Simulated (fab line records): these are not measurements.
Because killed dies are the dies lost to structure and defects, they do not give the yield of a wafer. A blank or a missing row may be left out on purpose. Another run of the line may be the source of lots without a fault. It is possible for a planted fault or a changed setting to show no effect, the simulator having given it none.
Chamber matching + flow n5Finfet + rieDiel-02 running N5_BEOL_M3_DESCUM_33: 4 sister chambers
The step chemistry O2, time 7 s. 8 wafers are shown with their chamber, then 7 later ones without.

== WAFERS, EACH WITH ITS CHAMBER ==
| wafer  | chamber | throttleValvePct (%) | showerheadPlenumPTorr (Torr) |
|--------|---------|----------------------|------------------------------|
| L075.4 | 0       | 19.86                | 2.22                         |
| L080.5 | 2       | 20.59                | 2.10                         |
| L080.6 | 3       | 20.46                | 2.18                         |
| L082.2 | 3       | 20.47                | 2.18                         |
| L082.5 | 0       | 19.88                | 2.21                         |
| L082.6 | 1       | 20.25                | 2.14                         |
| L086.2 | 1       | 20.26                | 2.14                         |
| L086.5 | 2       | 20.61                | 2.09                         |

== WAFERS WITHOUT THEIR CHAMBER ==
| wafer  | throttleValvePct (%) | showerheadPlenumPTorr (Torr) |
|--------|----------------------|------------------------------|
| L086.6 | 20.48                | 2.17                         |
| L089.1 | 20.63                | 2.09                         |
| L089.3 | 19.90                | 2.21                         |
| L089.6 | 20.26                | 2.14                         |
| L091.1 | 19.92                | 2.21                         |
| L091.5 | 20.50                | 2.17                         |
| L091.6 | 20.62                | 2.09                         |

== CHAMBER TAKEN BY EACH ==
| wafer  | from the rows above | in truth |
|--------|---------------------|----------|
| L086.6 | 3                   | 3        |
| L089.1 | 2                   | 2        |
| L089.3 | 0                   | 0        |
| L089.6 | 1                   | 1        |
| L091.1 | 0                   | 0        |
| L091.5 | 3                   | 3        |
| L091.6 | 2                   | 2        |
Correct placement for 7 of the 7. From these rows, 0 cannot be placed. Number placed wrongly: 0.
How it was worked out, from the rows above alone: a wafer's distance from a chamber is the root of the sum, over the readings, of the square of ((its reading less the chamber's mean) divided by the reading's scatter). If the next closest chamber is less than 2 further off than the closest, the wafer can't be placed; otherwise it belongs to the closest. For every chamber, the mean is computed from those of its wafers that are shown. The scatter: take each reading less its chamber's mean, square it, sum over the shown wafers, divide by the number of wafers less the number of chambers, and take the root.
